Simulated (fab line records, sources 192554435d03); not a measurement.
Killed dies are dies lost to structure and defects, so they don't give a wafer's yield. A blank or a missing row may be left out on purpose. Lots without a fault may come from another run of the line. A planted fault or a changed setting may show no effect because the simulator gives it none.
Which tool did it? | flow n5_finfet | 12 lots, 36 wafers sampled, at 5 steps of a route of 1938

WHAT THE GAUGES READ, wafer by wafer
N5_GATE_CUT_INSPECT_26: inspects for defects (darkfield).
lot  | measured     | on                | raw_defect_count
L075 | day 5 00:41  | defect_inspect-01 | 42 42 63
L077 | day 5 09:51  | defect_inspect-02 | 46 34 33
L079 | day 5 22:44  | defect_inspect-01 | 21 18 22
L081 | day 6 13:12  | defect_inspect-02 | 31 24 43
L083 | day 7 00:06  | defect_inspect-02 | 31 32 38
L085 | day 7 07:38  | defect_inspect-02 | 19 37 11
L087 | day 7 23:22  | defect_inspect-01 | 22 59 24
L089 | day 8 09:53  | defect_inspect-01 | 28 17 27
L091 | day 8 22:44  | defect_inspect-01 | 31 43 28
L093 | day 9 11:26  | defect_inspect-02 | 63 30 44
L095 | day 10 00:28 | defect_inspect-02 | 34 26 32
L097 | day 10 14:35 | defect_inspect-02 | 52 33 48

WHICH TOOL RAN EACH LOT (tool, then ch and the chambers of the sampled wafers, then the start)
lot  | N5_HKMG_FIN_ETCHBACK_68           | N5_GATE_CUT_ETCH_58               | N5_GATE_CUT_SAC_CAP_01           | N5_GATE_CUT_CMP_43
L075 | rie_metal-01 ch 0,1, day 4 15:42  | rie_diel-04 ch 0,2, day 4 17:50   | ald_sin-04 ch 0,3, day 4 18:10   | cmp-03 ch 0,3, day 4 23:58
L077 | rie_metal-03 ch 0,1, day 5 00:38  | rie_diel-02 ch 0,1, day 5 02:41   | ald_sin-01 ch 0,1,2, day 5 03:08 | cmp-03 ch 0,1,3, day 5 09:23
L079 | rie_metal-03 ch 0,1, day 5 13:37  | rie_diel-04 ch 0,2,3, day 5 15:53 | ald_sin-02 ch 2,3, day 5 16:12   | cmp-01 ch 0,1, day 5 22:02
L081 | rie_metal-03 ch 0,1, day 6 02:44  | rie_diel-02 ch 0,1, day 6 04:49   | ald_sin-02 ch 0,1, day 6 05:09   | cmp-03 ch 0,1,3, day 6 12:38
L083 | rie_metal-02 ch 0,1, day 6 14:27  | rie_diel-02 ch 0,1,3, day 6 17:16 | ald_sin-04 ch 0,1, day 6 17:35   | cmp-03 ch 0,1, day 6 23:23
L085 | rie_metal-01 ch 0,1, day 6 22:39  | rie_diel-04 ch 1,3, day 7 00:46   | ald_sin-01 ch 1,2, day 7 01:05   | cmp-01 ch 1,2, day 7 06:56
L087 | rie_metal-02 ch 0,1, day 7 14:26  | rie_diel-02 ch 1,2, day 7 16:31   | ald_sin-01 ch 0,2,3, day 7 16:51 | cmp-01 ch 0,1, day 7 22:44
L089 | rie_metal-02 ch 0,1, day 8 00:24  | rie_diel-02 ch 0,2, day 8 02:29   | ald_sin-02 ch 0,1,2, day 8 02:49 | cmp-01 ch 1,3, day 8 09:14
L091 | rie_metal-02 ch 0,1, day 8 13:08  | rie_diel-04 ch 0,2,3, day 8 15:16 | ald_sin-02 ch 0,1, day 8 15:35   | cmp-04 ch 0,1, day 8 22:02
L093 | rie_metal-02 ch 0,1, day 9 02:29  | rie_diel-02 ch 0,1, day 9 04:35   | ald_sin-04 ch 1,3, day 9 04:54   | cmp-04 ch 2,3, day 9 10:44
L095 | rie_metal-01 ch 0, day 9 13:03    | rie_diel-01 ch 2,3, day 9 15:16   | ald_sin-01 ch 3, day 9 15:36     | cmp-01 ch 1,2, day 9 23:50
L097 | rie_metal-03 ch 0,1, day 10 04:11 | rie_diel-04 ch 0,1, day 10 06:23  | ald_sin-02 ch 0,2, day 10 07:26  | cmp-04 ch 0,1,3, day 10 13:56
- N5_HKMG_FIN_ETCHBACK_68: etches the open film in Cl2/Ar, stops on HfO2, target depth 0.5 nm.
- N5_GATE_CUT_ETCH_58: etches SiNx in CH3F/O2, target depth 17 nm, time 128.6 s.
- N5_GATE_CUT_SAC_CAP_01: material SiNx, target thk 24 nm, pulse time 1 s, ald cycles 480.
- N5_GATE_CUT_CMP_43: polishes SiO2.

THE ANSWER, worked out from the rows above alone
Rule: what is usual is taken from the lots themselves. Put in order of their means at a reading, lots are off if they are a third of the lots or fewer, leave a main group of 4 or more, and stand apart from it by a gap of 3 or more times the standard deviation of the main group's means; of several such gaps the widest counts. A main group whose means are all the same, to the digits that the tables above print for the reading, isn't used. A lot without any number at a reading at which 4 lots or more have one is off too. The other lots that the step has rows for count as sound.
No lot is off at any reading shown: from this, nothing can be told.

WHAT THE SIMULATOR HAD PUT IN
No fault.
